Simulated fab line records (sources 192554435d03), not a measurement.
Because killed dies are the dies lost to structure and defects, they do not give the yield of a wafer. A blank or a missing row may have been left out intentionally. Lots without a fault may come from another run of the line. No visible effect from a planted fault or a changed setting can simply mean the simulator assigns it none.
Matching of chambers / flow n5-finfet / pecvd-01 running N5_BEOL_M4_DEP_57: 3 sister chambers
The step deposits SiCN from 3MS/NH3, target thk 8 nm, time 14 s. 16 wafers are shown with their chamber, then 8 later ones without.

WAFERS PAIRED WITH THEIR CHAMBERS
wafer=L076.3; chamber=2; showerhead-plenum-p-Torr (Torr)=3.680; throttle-valve-pct (%)=9.6
wafer=L076.4; chamber=1; showerhead-plenum-p-Torr (Torr)=3.658; throttle-valve-pct (%)=8.9
wafer=L076.6; chamber=2; showerhead-plenum-p-Torr (Torr)=3.684; throttle-valve-pct (%)=9.2
wafer=L081.2; chamber=0; showerhead-plenum-p-Torr (Torr)=3.688; throttle-valve-pct (%)=9.1
wafer=L081.4; chamber=0; showerhead-plenum-p-Torr (Torr)=3.685; throttle-valve-pct (%)=8.8
wafer=L081.6; chamber=0; showerhead-plenum-p-Torr (Torr)=3.679; throttle-valve-pct (%)=8.8
wafer=L083.1; chamber=2; showerhead-plenum-p-Torr (Torr)=3.680; throttle-valve-pct (%)=8.4
wafer=L083.4; chamber=0; showerhead-plenum-p-Torr (Torr)=3.684; throttle-valve-pct (%)=9.3
wafer=L083.5; chamber=1; showerhead-plenum-p-Torr (Torr)=3.657; throttle-valve-pct (%)=9.0
wafer=L086.1; chamber=2; showerhead-plenum-p-Torr (Torr)=3.674; throttle-valve-pct (%)=8.2
wafer=L086.3; chamber=1; showerhead-plenum-p-Torr (Torr)=3.662; throttle-valve-pct (%)=8.7
wafer=L086.5; chamber=0; showerhead-plenum-p-Torr (Torr)=3.675; throttle-valve-pct (%)=9.2
wafer=L089.4; chamber=2; showerhead-plenum-p-Torr (Torr)=3.681; throttle-valve-pct (%)=8.3
wafer=L089.5; chamber=0; showerhead-plenum-p-Torr (Torr)=3.696; throttle-valve-pct (%)=9.3
wafer=L089.6; chamber=1; showerhead-plenum-p-Torr (Torr)=3.646; throttle-valve-pct (%)=9.1
wafer=L090.1; chamber=0; showerhead-plenum-p-Torr (Torr)=3.674; throttle-valve-pct (%)=8.8

SIGNATURES (averages over the wafers above)
reading=showerhead-plenum-p-Torr; chamber 0=3.68300; chamber 1=3.65575; chamber 2=3.67980; scatter within a chamber=0.00653
reading=throttle-valve-pct; chamber 0=9.043; chamber 1=8.925; chamber 2=8.740; scatter within a chamber=0.39
Rule: for each reading, subtract the chamber's mean from the wafer's reading, divide by that reading's scatter and square the result; add these up over the readings and take the root, which gives the wafer's distance from the chamber. If the next closest chamber is less than 2 further off than the closest, the wafer can't be placed; otherwise it belongs to the closest. The scatter: take each reading less its chamber's mean, square it, sum over the shown wafers, divide by the number of wafers less the number of chambers, and take the root.

WAFERS MISSING THEIR CHAMBER
wafer=L090.2; showerhead-plenum-p-Torr (Torr)=3.672; throttle-valve-pct (%)=8.5
wafer=L090.3; showerhead-plenum-p-Torr (Torr)=3.656; throttle-valve-pct (%)=8.6
wafer=L090.4; showerhead-plenum-p-Torr (Torr)=3.684; throttle-valve-pct (%)=8.2
wafer=L090.5; showerhead-plenum-p-Torr (Torr)=3.677; throttle-valve-pct (%)=8.9
wafer=L090.6; showerhead-plenum-p-Torr (Torr)=3.647; throttle-valve-pct (%)=9.1
wafer=L092.3; showerhead-plenum-p-Torr (Torr)=3.689; throttle-valve-pct (%)=9.2
wafer=L092.5; showerhead-plenum-p-Torr (Torr)=3.682; throttle-valve-pct (%)=8.4
wafer=L092.6; showerhead-plenum-p-Torr (Torr)=3.645; throttle-valve-pct (%)=8.8

WHICH CHAMBER EACH ONE RAN IN
wafer=L090.2; from the rows above=can't be placed: 2 or 0 or 1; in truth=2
wafer=L090.3; from the rows above=1; in truth=1
wafer=L090.4; from the rows above=can't be placed: 2 or 0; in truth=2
wafer=L090.5; from the rows above=can't be placed: 2 or 0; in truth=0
wafer=L090.6; from the rows above=1; in truth=1
wafer=L092.3; from the rows above=can't be placed: 0 or 2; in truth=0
wafer=L092.5; from the rows above=can't be placed: 2 or 0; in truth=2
wafer=L092.6; from the rows above=1; in truth=1
Correctly placed: 3 of 8. Unplaceable from these rows: 5, with the true chamber sitting among the candidates in 5. 0 placed wrongly.
